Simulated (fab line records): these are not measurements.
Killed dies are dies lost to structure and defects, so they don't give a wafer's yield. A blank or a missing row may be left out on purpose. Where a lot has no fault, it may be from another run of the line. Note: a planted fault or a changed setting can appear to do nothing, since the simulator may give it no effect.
fab line records	flow n5_finfet
record: lots: 4	wafers: 12	last_day: 17
route steps=1938 shown WELL_APT@36 PMOS_HMC_CHANNEL_EPI@57 BEOL_M4@1111
lots with no fault: from the same line, run without faults
start_h: the number of hours between the record's first day and the start of the first shown wafer of the lot	wait_h: how many hours have passed since the lot's step before this one	" the same as in the row above	L1.1+2: several wafers, shown together as one row	- no value present, or no start provided	* or withheld: withheld	< > ~ a bound
route shown NAME@n: names a module that has steps shown in the file, with the first one's number in the route	usual: mean/standard deviation of fault-free wafers	same: alike in all rows	chamber/n: place in a boat	sites: readings site by site	_std_site: standard deviation across them	_edge_site: the outer-site mean with the inner-site mean subtracted	radius_mm: for every site, how far away it sits from the centre of the wafer	mask NAME#n: copy n	behind: the tool/chamber that last shaped the wafer	hold: reason for holding the lot/hours on hold/outcome of the hold	device: names the non-switching transistor (n, p or np)	end of line: tests run on the same wafers once the route is complete	a step with no rows: only its recipe	killed: dies lost to structure and defects at the first sort, not the wafer's yield	map: the dies of a wafer, with x for killed, . for not killed, _ for no die there
set.NAME: setting as actually run; set.NAME@STEP: the setting as run at that earlier step	model.NAME: the simulator's own value behind a step, which no gauge read
lots seen at some steps along the route; tables by step, rows by wafer
services: from which hour (start_h, from the record's first day; less than 0 if before it) a tool's chamber was out of use, for how many hours, and why
== steps ==
step: N5_WELL_APT_COAT_19
recipe: spin_rpm: 1357	resist_thk_nm: 950
step: N5_WELL_APT_EBR_21
recipe: solvent: PGMEA	ebr_width_mm: 1.5
step: N5_WELL_APT_SOFTBAKE_20
recipe: temp_c: 130	time_s: 60
step: N5_WELL_APT_EXPOSE_22
recipe: mask_id: PWELL	na: 0.8	source_shape: conventional	sigma_outer: 0.8	polarization: unpolarized	defocus_nm: 0	target_cd_nm: 200	dose_mj: 23.2
step: N5_WELL_APT_PEB_23
recipe: peb_temp_c: 130	peb_time_s: 90
step: N5_WELL_APT_DEVELOP_24
recipe: develop_time_s: 45	rinse_liquid: surfactant_rinse	dry: air_spin	dev_temp_c: 21
step: N5_WELL_APT_HARDBAKE_29
recipe: temp_c: 130	time_s: 120
step: N5_WELL_APT_DESCUM_30
recipe: chemistry: O2	time_s: 7.9	source_power_w: 50	bias_power_w: 20	pressure_mtorr: 20	rf_frequency_hz: 2.712e+07	temp_c: 40	o2_flow_sccm: 225
step: N5_WELL_APT_IMPLANT_31
recipe: species: B	energy_kev: 60	dose_cm2: 1.5e+13	tilt_deg: 0	rotation_deg: 0
step: N5_WELL_APT_IMPLANT_32
recipe: species: BF2	energy_kev: 50	dose_cm2: 2e+13	tilt_deg: 0	rotation_deg: 0
usual: dose_ions_cm2: 2.0003e+13/2.1e+10	end_station_pressure_torr: 5.18e-06/2.7e-07	faraday_current_uA: 253/4.9
lot.wafer	tool	chamber	start_h	wait_h	dose_ions_cm2	end_station_pressure_torr	faraday_current_uA
L900.1	implanter-02	0	15.60	0.1	2.0019e+13	5.15e-06	248
L900.5	"	0	"	"	1.9995e+13	5.35e-06	247
L900.6	"	0	"	"	1.9999e+13	5.68e-06	253
L919.2	implanter-02	0	129.90	0.1	3.0489e+13	5.21e-06	382
L919.3	"	0	"	"	3.0509e+13	5.01e-06	376
L919.4	"	0	"	"	3.0487e+13	5.49e-06	373
L921.1	implanter-02	0	141.35	0.1	3.0523e+13	5.18e-06	382
L921.3	"	0	"	"	3.051e+13	5.04e-06	385
L921.6	"	0	"	"	3.0506e+13	5.18e-06	392
L922.2	implanter-01	0	147.73	0.1	2.0003e+13	5.19e-06	258
L922.4	"	0	"	"	1.9994e+13	5.31e-06	261
L922.5	"	0	"	"	2.0033e+13	4.57e-06	248
step: N5_WELL_APT_STRIP_33
recipe: chemistry: SPM	time_s: 900	temp_c: 130	h2so4_h2o2_vol_ratio: 4	dry: ipa_marangoni
step: N5_WELL_APT_RTA_34
recipe: temp_c: 1000	time_s: 10	ambient: N2	idle_temp_c: 600	ramp_up_c_per_s: 150	ramp_down_c_per_s: 60	cool_to_c: 600
step: N5_WELL_APT_OXIDE_STRIP_42
recipe: chemistry: dHF	dilution: 25:1	time_s: 45	temp_c: 25	target: SiO2	target_depth_a: 120
step: N5_WELL_APT_PRECLEAN_36
recipe: chemistry: O3/DIW	time_s: 45	temp_c: 22	o3_ppm: 10
step: N5_WELL_APT_PRECLEAN_39
recipe: chemistry: dHF	time_s: 60	dilution: 150:1	temp_c: 25
step: N5_WELL_APT_SRD_37
recipe: dry: ipa_marangoni	do_ppb: 5	time_s: 30	temp_c: 23	rinse_liquid: diw
step: N5_WELL_APT_EPI_41
recipe: material: Si	target_thk_a: 500	temp_c: 650	precursor: SiH4/H2	pressure_torr: 20	time_s: 297.7
step: N5_PMOS_HMC_CHANNEL_EPI_HM_DEP_34
recipe: material: SiO2	target_thk_a: 360	temp_c: 400	precursor: TEOS/O2	pressure_torr: 6.5	rf_w: 900	teos_flow_sccm: 161.4	gas: O2	flow_sccm: 2650	time_s: 6.9
step: N5_PMOS_HMC_CHANNEL_EPI_COAT_31
recipe: resist: BARC	temp_c: 205	time_s: 60	spin_rpm: 1500	resist_thk_nm: 66
step: N5_PMOS_HMC_CHANNEL_EPI_COAT_03
recipe: resist: CAR-ArF-block	spin_rpm: 1500	resist_thk_nm: 205
step: N5_PMOS_HMC_CHANNEL_EPI_EBR_05
recipe: solvent: PGMEA	ebr_width_mm: 1.5
step: N5_PMOS_HMC_CHANNEL_EPI_SOFTBAKE_04
recipe: temp_c: 110	time_s: 60	resist: CAR-ArF-block
step: N5_PMOS_HMC_CHANNEL_EPI_EXPOSE_06
recipe: mask_id: PMOS_HMC_BLK	na: 1.35	source_shape: conventional	sigma_outer: 0.8	polarization: unpolarized	target_cd_nm: 240	dose_mj: 41
step: N5_PMOS_HMC_CHANNEL_EPI_PEB_07
recipe: peb_temp_c: 110	peb_time_s: 60	resist: CAR-ArF-block
step: N5_PMOS_HMC_CHANNEL_EPI_DEVELOP_08
recipe: develop_time_s: 30	developer: TMAH	resist: CAR-ArF-block	dev_temp_c: 23	rinse_liquid: diw	dry: air_spin
step: N5_PMOS_HMC_CHANNEL_EPI_DESCUM_14
recipe: chemistry: O2	time_s: 7.9	source_power_w: 50	bias_power_w: 20	pressure_mtorr: 20	rf_frequency_hz: 2.712e+07	temp_c: 40	resist: CAR-ArF-block	o2_flow_sccm: 225
step: N5_PMOS_HMC_CHANNEL_EPI_ETCH_32
recipe: chemistry: N2/H2	target: BARC	stop_on: SiO2	target_depth_a: 858	over_etch_frac: 0.3	time_s: 50.3	ion_energy_ev: 200	mask_material: CAR-ArF-block	pressure_mtorr: 30	source_w: 840	bias_w: 150	n2_flow_sccm: 200	h2_flow_sccm: 200
step: N5_PMOS_HMC_CHANNEL_EPI_HM_OPEN_15
recipe: chemistry: CHF3/O2	target: SiO2	mask_material: CAR-ArF-block	target_depth_a: 406	CHF3_flow_sccm: 50	O2_flow_sccm: 5	Ar_flow_sccm: 200	time_s: 20.3	pressure_mtorr: 30	source_w: 650	bias_w: 170	ion_energy_ev: 200
step: N5_PMOS_HMC_CHANNEL_EPI_STRIP_33
recipe: chemistry: N2/H2	power_w: 500	temp_c: 40	pressure_mtorr: 50	rf_frequency_hz: 6e+07	overash_fraction: 0.3	bias_power_w: 8	h2_frac: 0.5	n2_flow_sccm: 300	h2_flow_sccm: 300
step: N5_PMOS_HMC_CHANNEL_EPI_STRIP_17
recipe: chemistry: SPM	time_s: 750	temp_c: 130	h2so4_h2o2_vol_ratio: 4	dry: ipa_marangoni
step: N5_PMOS_HMC_CHANNEL_EPI_ETCH_38
recipe: chemistry: CF4	target: SiO2	target_depth_a: 15	ion_energy_ev: 350	pressure_mtorr: 10	icp_w: 800	bias_w: 400	cf4_flow_sccm: 80
step: N5_PMOS_HMC_CHANNEL_EPI_FIN_RECESS_16
recipe: chemistry: HBr/Cl2	target: Si	mask_material: SiO2	target_depth_a: 540	time_s: 18	pressure_mtorr: 10	icp_w: 800	bias_w: 75	HBr_flow_sccm: 150	Cl2_flow_sccm: 80
step: N5_PMOS_HMC_CHANNEL_EPI_PRECLEAN_36
recipe: chemistry: O3/DIW	time_s: 45	temp_c: 22	o3_ppm: 10
step: N5_PMOS_HMC_CHANNEL_EPI_PRECLEAN_18
recipe: chemistry: DHF	time_s: 30	temp_c: 25	dilution: withheld
step: N5_PMOS_HMC_CHANNEL_EPI_SRD_19
recipe: dry: ipa_marangoni	do_ppb: 5	time_s: 30	temp_c: 23	rinse_liquid: diw
step: N5_BEOL_M4_RC_MEAS_101
usual: CJ_N: 4.36/0.084	DIBL_N: 36.3/1.4	DIBL_P: 36.2/1.5	IOFF_N: 0.160/0.021	IOFF_N_LONG: 5.61e-05/2.4e-06	IOFF_P: 0.211/0.027	ION_N: 676/7.7	ION_P: 463/5.5	RS_PWELL: 3006/24	SS_N: 71.4/0.57	SS_P: 73.3/0.58	VT_N: 249.3/2.5	VT_P: -250.1/2.6
lot.wafer	tool	chamber	start_h	wait_h	CJ_N	DIBL_N[mV/V]	DIBL_P[mV/V]	IOFF_N[nA/um]	IOFF_N_LONG[nA/um]	IOFF_P[nA/um]	ION_N[uA/um]	ION_P[uA/um]	RS_PWELL[ohm/sq]	SS_N[mV/dec]	SS_P[mV/dec]	VT_N[mV]	VT_P[mV]
L900.1	prober-01	0	162.84	0.0	4.43	37.1	37.7	0.187	5.56e-05	0.224	686	463	3006	72.2	74.4	246.9	-249.4
L900.5	"	0	"	"	4.41	35.0	35.0	0.148	5.54e-05	0.181	678	459	3025	71.2	72.5	250.4	-254.1
L900.6	"	0	"	"	4.39	35.6	35.7	0.160	5.52e-05	0.191	677	462	3050	71.8	72.8	250.4	-252.0
L919.2	prober-02	0	276.27	0.2	5.43	34.3	33.4	0.129	6.97e-05	0.177	670	460	2941	70.6	72.8	251.4	-250.7
L919.3	"	0	"	"	5.41	36.1	35.8	0.165	7e-05	0.203	683	461	2926	71.1	73.6	247.7	-255.4
L919.4	"	0	"	"	5.42	34.8	34.1	0.140	6.95e-05	0.186	672	460	2930	71.1	72.7	248.6	-252.7
L921.1	prober-01	0	300.62	0.0	5.38	34.6	36.0	0.133	6.58e-05	0.211	664	465	2900	70.9	72.8	250.9	-250.5
L921.3	"	0	"	"	5.31	35.9	38.5	0.160	6.56e-05	0.231	674	462	2907	70.9	73.8	248.0	-247.8
L921.6	"	0	"	"	5.30	33.7	35.6	0.119	6.48e-05	0.192	661	462	2896	71.0	73.3	253.7	-251.2
L922.2	prober-01	0	308.47	0.2	4.46	35.3	35.3	0.154	5.54e-05	0.207	680	471	2994	71.7	73.1	250.3	-251.8
L922.4	"	0	"	"	4.45	34.4	34.6	0.138	5.55e-05	0.186	663	460	3004	70.7	72.6	254.1	-249.7
L922.5	"	0	"	"	4.48	36.3	36.6	0.164	5.48e-05	0.222	673	463	3011	72.2	73.5	249.9	-250.5
== services ==
tool	chamber	start_h	hours	kind
implanter-02	-	11.63	2.5	repair
implanter-01	-	13.99	4.2	repair
implanter-02	-	96.03	3.6	repair
implanter-01	-	109.15	5.3	repair
implanter-02	-	113.08	2.4	repair
implanter-01	-	118.72	6.7	repair
== key ==
first_sign: step: N5_WELL_APT_IMPLANT_32	reading: dose_ions_cm2	direction: up	sigmas: 99+	usual: 2.0003e+13	struck: 3.0504e+13
effect: step: N5_WELL_APT_IMPLANT_32	reading: faraday_current_uA	direction: up	sigmas: 26	usual: 253	struck: 382
effect: step: N5_BEOL_M4_RC_MEAS_101	reading: CJ_N	direction: up	sigmas: 12	usual: 4.36	struck: 5.38
effect: step: N5_BEOL_M4_RC_MEAS_101	reading: IOFF_N_LONG	direction: up	sigmas: 4.7	usual: 5.61e-05	struck: 6.76e-05
effect: step: N5_BEOL_M4_RC_MEAS_101	reading: RS_PWELL	direction: down	sigmas: 3.7	usual: 3006	struck: 2916
met_at N5_WELL_APT_IMPLANT_32
struck_wafers L919.2,L919.3,L919.4,L921.1,L921.3,L921.6
onset_between 15.60 129.90
fault: kind: process_parameter_drift	tool: implanter-02	chamber: -	onset_h: 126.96	steps: N5_WELL_APT_IMPLANT_32	channel: dose_cm2	offset: 1.0508e+13	shape: step	end_h: 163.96	acts_in: these_recipes_only	stated: 2e+13
